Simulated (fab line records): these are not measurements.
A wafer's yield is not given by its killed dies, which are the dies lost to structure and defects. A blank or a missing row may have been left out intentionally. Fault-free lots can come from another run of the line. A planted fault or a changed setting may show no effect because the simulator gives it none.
Split-lot trial + flow n5Finfet + 21 wafers read across 7 lots, on a route 1938 steps long

ON THE SPLIT
At N5_SD_EPI_N_COAT_32 (time 60 s, resist thk 350 nm), the setting spinRpm was moved away from the recipe's 1500 rpm on 6 of the 21 wafers read, by -7.8% to +8.8%. All remaining wafers had this setting at the recipe value.

Reading taken at the split's own step.

THE READING
SOC_of_SD_EPI_N_COAT_32.thkNm (the simulator's own value, which no gauge read), in nm, at N5_SD_EPI_N_COAT_32 (time 60 s, resist thk 350 nm). The file gives no usual value for it. The 15 wafers here that ran the recipe average 350.6 nm, standard deviation 1 nm.

| wafer  | tool, chamber at the split | spinRpm as run, rpm | against the recipe | SOC_of_SD_EPI_N_COAT_32.thkNm, nm | against lot-mates on the recipe |
|--------|----------------------------|---------------------|--------------------|-----------------------------------|---------------------------------|
| L076.3 | lithoTrack-05, 0           | 1500                | recipe             | 349.2                             | -                               |
| L076.5 | lithoTrack-05, 0           | 1500                | recipe             | 349.2                             | -                               |
| L076.6 | lithoTrack-05, 0           | 1500                | recipe             | 350                               | -                               |
| L078.1 | lithoTrack-03, 0           | 1383                | -7.8%              | 366                               | +16.1                           |
| L078.3 | lithoTrack-03, 0           | 1500                | recipe             | 349.4                             | -                               |
| L078.6 | lithoTrack-03, 0           | 1500                | recipe             | 350.4                             | -                               |
| L079.2 | lithoTrack-05, 0           | 1500                | recipe             | 352                               | -                               |
| L079.5 | lithoTrack-05, 0           | 1500                | recipe             | 350.6                             | -                               |
| L079.6 | lithoTrack-05, 0           | 1500                | recipe             | 350.2                             | -                               |
| L080.1 | lithoTrack-04, 0           | 1500                | recipe             | 351.2                             | -                               |
| L080.3 | lithoTrack-04, 0           | 1500                | recipe             | 350.6                             | -                               |
| L080.4 | lithoTrack-04, 0           | 1500                | recipe             | 351                               | -                               |
| L083.3 | lithoTrack-05, 0           | 1500                | recipe             | 352                               | -                               |
| L083.4 | lithoTrack-05, 0           | 1500                | recipe             | 352.4                             | -                               |
| L083.6 | lithoTrack-05, 0           | 1500                | recipe             | 351.8                             | -                               |
| L085.3 | lithoTrack-04, 0           | 1632                | +8.8%              | 335.2                             | no lot-mate on the recipe       |
| L085.5 | lithoTrack-04, 0           | 1632                | +8.8%              | 336.2                             | no lot-mate on the recipe       |
| L085.6 | lithoTrack-04, 0           | 1632                | +8.8%              | 335.6                             | no lot-mate on the recipe       |
| L087.2 | lithoTrack-05, 0           | 1500                | recipe             | 349.6                             | -                               |
| L087.4 | lithoTrack-05, 0           | 1424                | -5.1%              | 358.2                             | +8.6                            |
| L087.5 | lithoTrack-05, 0           | 1424                | -5.1%              | 359                               | +9.4                            |

THE FIT
A straight line over all 21 wafers: SOC_of_SD_EPI_N_COAT_32.thkNm changes by -1.73 nm for each +1% of spinRpm; r = -0.99; the points scatter about the line by 1.1 nm.
The same after taking each lot's own level away (the mean of its wafers on the recipe; 18 wafers): -1.94 nm for each +1%; r = -0.99; scatter 0.6 nm.
That fit puts the effect of the largest move of spinRpm on the reading at 17 nm.
The lots' own levels span 349.47 to 352.07 nm, that is 2.5 times the standard deviation above.
Thus the slope moves with the lot-to-lot level: the two fits are different.
Check: +13.9 nm against its lot-mates is what the line predicts for one of the wafers moved furthest among these (-7.8%) when that wafer is left out of the fit. It came out at +16.1 nm against them.

OTHER SPLITS APPLIED TO THESE WAFERS
Other splits were also applied to these wafers ahead of the reading. Each is held against what the fit with the lots' levels taken away leaves over:
| other split on the same wafers          | wafers away from the commonest value | r with SOC_of_SD_EPI_N_COAT_32.thkNm (lot level and that fit taken away) |
|-----------------------------------------|--------------------------------------|--------------------------------------------------------------------------|
| N5_PMOS_HMC_CHANNEL_EPI_PEB_07 pebTempC | 9                                    | +0.06                                                                    |
| N5_PMOS_HMC_CHANNEL_EPI_DESCUM_14 timeS | 5                                    | +0.19                                                                    |
| N5_FIN_SAQP_ETCH_52 sourceW             | 4                                    | -0.32                                                                    |
| N5_DUMMY_GATE_COAT_28 spinRpm           | 4                                    | +0.26                                                                    |
| N5_DUMMY_GATE_EXPOSE_12 doseMj          | 6                                    | -0.03                                                                    |

THE FILE'S OWN FIT
SOC_of_SD_EPI_N_COAT_32.thkNm changes by -1.98 nm for each +1% of spinRpm, r = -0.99.
